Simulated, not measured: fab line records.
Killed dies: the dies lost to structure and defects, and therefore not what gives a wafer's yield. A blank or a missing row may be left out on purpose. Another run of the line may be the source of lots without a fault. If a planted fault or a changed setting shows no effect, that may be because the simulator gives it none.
A struck lot beside a sound one + flow n5 finfet + 37 out of 1938 route steps
Sound: the wafers L740.1, L740.2, L740.6. Struck: wafer L750.3 (left out: L750.2, a lot-mate that was not struck); the cause follows at the end.
For every step that has rows: the tool of each side, followed by ch and its chambers, followed by its first start. Under that, the readings that differ: sound wafers + struck wafers + difference of the means + sigmas: that difference in standard deviations of wafers without a fault.
alike: words and numbers the same on both sides, and readings whose means are apart by under 2 such deviations; not compared: readings that were withheld, readings missing a value for some wafer, numbers with overlapping values and no deviation given by the record, and bounds like >300 which may hide the same value.
A row with sigmas, a row that says differs or no value, or rows on one side alone: a step with any of these is where the two part. When numbers do not overlap yet have no deviation, they are printed without sigmas and do not part them. Lack of a reading on every wafer of one side parts them only where that side has two or more wafers.

first, 9 steps without rows for these wafers: N5_BEOL_M9_ALD_74 (deposits TaN, target thk 2 nm, pulse time 2 s, purge time 3 s); N5_BEOL_M9_SURFACE_TREAT_79; N5_BEOL_M9_CVD_78 (deposits Co from CCTBA/H2, target thk 2 nm, time 138.9 s); N5_BEOL_M9_SPUTTER_48 (material Cu, target thk 12 nm, time 2 s); N5_BEOL_M9_ECD_50 (material Cu, target thk 318 nm); N5_BEOL_M9_ANNEAL_51 (time 90 s); N5_BEOL_M9_CMP_52 (polishes, stops on SiCOH lowk, t overpolish 7 s, target thk 140 nm); N5_BEOL_M9_PRE_CLEAN_55 (time 15 s); N5_BEOL_M9_DEP_56 (deposits SiCN from 3MS/NH3, target thk 15 nm, time 26.5 s).
N5_BEOL_M10_ILD_DEP_00: deposits SiCOH lowk from DEMS/porogen, target thk 308.51 nm, time 58 s.
  sound on pecvd-01 ch 0,2, day 11 03:43; struck on pecvd-01 ch 0, day 13 19:55
| reading                                             | sound             | struck | difference | sigmas |
|-----------------------------------------------------|-------------------|--------|------------|--------|
| run length s (s)                                    | 100.8 101.5 101.1 | 90.0   | -11.1      | -25    |
| model.SiCOH_lowk_of_BEOL_M10_ILD_DEP_00.thk nm (nm) | 308.8 313.2 310.2 | 254.6  | -56.1      |        |
  alike: heater power w, showerhead plenum p Torr, throttle valve pct
then, 1 step without rows for these wafers: N5_BEOL_M10_CURE_71 (cures SiCOH lowk, time 240 s).
N5_BEOL_M10_THK_MEAS_01:
  sound on film metro-02, day 11 04:19; struck on film metro-01, day 13 20:30
| reading          | sound       | struck | difference | sigmas |
|------------------|-------------|--------|------------|--------|
| M10_ILD_THK (nm) | 268 272 270 | 221    | -49        | -13    |
then, 23 steps without rows for these wafers: N5_BEOL_M10_PECVD_70 (deposits SiO2 from TEOS/O2, target thk 20 nm, time 22.7 s); N5_BEOL_M10_HM_DEP_02 (deposits TiN, target thk 20 nm); N5_BEOL_M10_COAT_59 (time 60 s, resist thk 100 nm); N5_BEOL_M10_COAT_60 (time 60 s, resist thk 30 nm); N5_BEOL_M10_COAT_05 (resist thk 90 nm); N5_BEOL_M10_EBR_07; N5_BEOL_M10_SOFTBAKE_06 (time 60 s); N5_BEOL_M10_EXPOSE_08 (exposes mask M10); N5_BEOL_M10_PEB_09 (peb time 60 s); N5_BEOL_M10_DEVELOP_10 (develop time 30 s); N5_BEOL_M10_DESCUM_16 (chemistry O2, time 7.9 s); N5_BEOL_M10_ETCH_61 (etches SiARC in CF4, target depth 39 nm, time 65 s); N5_BEOL_M10_ETCH_62 (etches SOC in N2/H2, target depth 110 nm, overetch 22 nm, time 165 s); N5_BEOL_M10_STRIP_68 (strips in N2/H2); N5_BEOL_M10_STRIP_67 (strips in CF4); N5_BEOL_M10_HM_OPEN_17 (chemistry Cl2/BCl3, target TiN, target depth 20 nm, overetch 6 nm); N5_BEOL_M10_STRIP_19 (strips in O2); N5_BEOL_M10_COAT_63 (time 60 s, resist thk 100 nm); N5_BEOL_M10_COAT_64 (time 60 s, resist thk 30 nm); N5_BEOL_M10_COAT_22 (resist thk 90 nm); N5_BEOL_M10_EBR_24; N5_BEOL_M10_SOFTBAKE_23 (time 60 s); N5_BEOL_M10_EXPOSE_25 (exposes mask V9).
N5_BEOL_M10_CMP_52: polishes, stops on SiCOH lowk, t overpolish 7 s, target thk 140 nm.
  sound on cmp-02 ch 1,2,3, day 11 13:51; struck on cmp-02 ch 2, day 14 02:26
| reading                                             | sound             | struck | difference | sigmas |
|-----------------------------------------------------|-------------------|--------|------------|--------|
| model.SiCOH_lowk_of_BEOL_M10_ILD_DEP_00.thk nm (nm) | 265.2 269.2 266.4 | 217.6  | -49.3      |        |
  alike: clearing platen down force psi, motor current A, slurry flow ml min
  not compared: pad life wafers
-- a jump in the record: the struck wafers' starts before and after are 2 days apart (it breaks off in module BEOL_M10 and resumes in module PASSIVATION, where the first step shown is number 1936 of the route) --
N5_PASSIVATION_PROBE_49:
  sound on prober-02, day 13 14:25; struck on prober-01, day 16 06:37
  alike: defect limited yield, killed_at_M0_to_M3, killed_at_M4_up, killed at contacts, killed at front end, killed at other, killed dies, killed open, killed short, sort_bin_5_function, sort_bin_6_memory, sort n pass, sort yield pct

## WHERE THEY PART
At N5_BEOL_M10_ILD_DEP_00 first; at N5_BEOL_M10_THK_MEAS_01 last (within this record only). Later steps at which nothing parts them and some readings are alike: N5_BEOL_M10_CMP_52, N5_PASSIVATION_PROBE_49.

WHY: what the simulator had put in
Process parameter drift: pecvd-01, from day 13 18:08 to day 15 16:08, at N5_BEOL_M10_ILD_DEP_00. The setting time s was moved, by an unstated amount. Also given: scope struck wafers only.
